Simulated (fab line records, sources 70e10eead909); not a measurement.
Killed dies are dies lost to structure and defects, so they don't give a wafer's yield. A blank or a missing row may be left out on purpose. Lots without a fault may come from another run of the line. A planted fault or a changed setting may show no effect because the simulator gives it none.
Chamber matching | flow nand_harc | NHARC_P_GATE_DESCUM_13 on rie_diel-12: 4 sister chambers
The step chemistry O2, time 3 s. 16 wafers are shown with their chamber, then 8 later ones without.

WAFERS WITH THEIR CHAMBER
wafer  | chamber | drypump_motor_current_A (A) | showerhead_plenum_p_Torr (Torr) | oes_product_au (a.u.)
L078.1 | 3       | 6.3                         | 1.80                            | 1.022
L078.4 | 2       | 5.4                         | 1.94                            | 1.004
L078.5 | 2       | 5.4                         | 1.94                            | 1.008
L077.3 | 2       | 5.4                         | 1.94                            | 0.997
L077.5 | 3       | 6.3                         | 1.80                            | 1.023
L077.6 | 2       | 5.4                         | 1.94                            | 1.008
L079.4 | 2       | 5.4                         | 1.93                            | 0.994
L079.5 | 2       | 5.4                         | 1.93                            | 1.003
L079.6 | 1       | 6.0                         | 1.89                            | 1.006
L085.1 | 3       | 6.3                         | 1.79                            | 1.030
L085.3 | 0       | 6.6                         | 1.90                            | 1.002
L085.5 | 1       | 5.9                         | 1.89                            | 0.988
L089.3 | 3       | 6.3                         | 1.79                            | 1.016
L089.4 | 0       | 6.6                         | 1.90                            | 0.994
L089.5 | 3       | 6.3                         | 1.79                            | 1.011
L090.1 | 0       | 6.6                         | 1.90                            | 0.997

SIGNATURES (means of the wafers above)
reading                  | chamber 0 | chamber 1 | chamber 2 | chamber 3 | scatter within a chamber
drypump_motor_current_A  | 6.600     | 5.950     | 5.400     | 6.300     | 0.0204
showerhead_plenum_p_Torr | 1.9000    | 1.8900    | 1.9367    | 1.7940    | 0.00459
oes_product_au           | 0.99767   | 0.99700   | 1.00233   | 1.02040   | 0.00689
Rule: a wafer's distance from a chamber is the root of the sum, over the readings, of the square of ((its reading less the chamber's mean) divided by the reading's scatter). The wafer belongs to the nearest chamber; if the next one is less than 2 further off, it can't be placed. The scatter: the root of (the sum of the squares of (reading less its chamber's mean) over the shown wafers, divided by (wafers less chambers)).

WAFERS WITHOUT THEIR CHAMBER
wafer  | drypump_motor_current_A (A) | showerhead_plenum_p_Torr (Torr) | oes_product_au (a.u.)
L090.3 | 6.3                         | 1.79                            | 1.010
L090.5 | 6.6                         | 1.90                            | 0.991
L094.1 | 5.9                         | 1.88                            | 0.995
L094.3 | 6.6                         | 1.90                            | 1.002
L094.6 | 5.4                         | 1.93                            | 1.005
L093.3 | 5.4                         | 1.93                            | 1.005
L093.4 | 6.6                         | 1.90                            | 1.000
L093.6 | 5.9                         | 1.88                            | 1.003

WHICH CHAMBER EACH WENT THROUGH
wafer  | from the rows above | in truth
L090.3 | 3                   | 3
L090.5 | 0                   | 0
L094.1 | 1                   | 1
L094.3 | 0                   | 0
L094.6 | 2                   | 2
L093.3 | 2                   | 2
L093.4 | 0                   | 0
L093.6 | 1                   | 1
Placed correctly: 8 of 8. Can't be placed from these rows: 0. Placed wrongly: 0.
